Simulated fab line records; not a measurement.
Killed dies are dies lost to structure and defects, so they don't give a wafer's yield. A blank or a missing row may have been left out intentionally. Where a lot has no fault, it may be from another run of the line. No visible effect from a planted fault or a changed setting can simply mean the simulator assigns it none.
Matching of chambers ; flow nandHarc ; 4 sister chambers for NHARC_A_STAIRCASE_ETCH_292 on rieDiel-10
The step etches the open film in CF4/CHF3. 22 wafers are shown with their chamber, then 11 later ones without.

== WAFERS, EACH WITH ITS CHAMBER ==
wafer;chamber;drypumpMotorCurrentA (A);showerheadPlenumPTorr (Torr);rfVppV (V)
L079.2;0;6.3;1.55;370.3
L079.5;1;6.1;1.53;370.8
L079.6;2;5.5;1.47;366.5
L080.3;3;6.1;1.59;372.0
L080.4;1;6.1;1.53;368.5
L080.6;0;6.3;1.55;369.9
L083.2;2;5.5;1.70;374.1
L083.3;0;6.3;1.55;369.0
L083.4;3;6.1;1.59;370.5
L085.2;3;6.2;1.59;370.5
L085.3;2;5.5;1.70;374.6
L085.5;2;5.5;1.70;376.1
L088.2;3;6.1;1.59;370.8
L088.3;2;5.5;1.69;375.0
L088.6;0;6.3;1.55;367.9
L087.3;1;6.1;1.52;368.2
L087.4;2;5.5;1.69;373.2
L087.6;2;5.5;1.69;374.3
L090.4;1;6.1;1.52;368.8
L090.5;3;6.1;1.58;370.5
L090.6;2;5.5;1.69;373.7
L094.1;0;6.3;1.54;369.7

SIGNATURES (means of the wafers above)
reading;chamber 0;chamber 1;chamber 2;chamber 3;scatter within a chamber
drypumpMotorCurrentA;6.300;6.100;5.500;6.120;0.0211
showerheadPlenumPTorr;1.5480;1.5250;1.6663;1.5880;0.0497
rfVppV;369.360;369.075;373.438;370.860;1.97
Rule: distance of a wafer from a chamber = root of the sum over the readings of ((wafer's reading minus chamber's mean) / reading's scatter) squared. The wafer belongs to the nearest chamber; if the next one is less than 2 further off, it can't be placed. How the scatter is found: for the shown wafers, subtract from each reading the mean of its chamber, square and add these, divide the total by (wafers less chambers), then take the root.

== WAFERS WHOSE CHAMBER IS MISSING ==
wafer;drypumpMotorCurrentA (A);showerheadPlenumPTorr (Torr);rfVppV (V)
L094.3;6.1;1.52;368.3
L094.6;5.5;1.69;375.8
L095.1;6.3;1.54;367.8
L095.4;6.1;1.52;369.0
L095.5;6.1;1.58;371.2
L096.2;6.1;1.52;368.8
L096.4;5.5;1.69;374.9
L096.5;5.5;1.69;374.7
L097.1;5.5;1.69;373.6
L097.3;6.1;1.58;371.9
L097.5;6.1;1.58;370.7

== EACH ONE'S CHAMBER ==
wafer;from the rows above;in truth
L094.3;can't be placed: 1 or 3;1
L094.6;2;2
L095.1;0;0
L095.4;can't be placed: 1 or 3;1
L095.5;can't be placed: 3 or 1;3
L096.2;can't be placed: 1 or 3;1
L096.4;2;2
L096.5;2;2
L097.1;2;2
L097.3;can't be placed: 3 or 1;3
L097.5;can't be placed: 3 or 1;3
5 of 11 placed correctly. These rows do not allow placing 6 (true chamber among the candidates in 6). 0 placed wrongly.
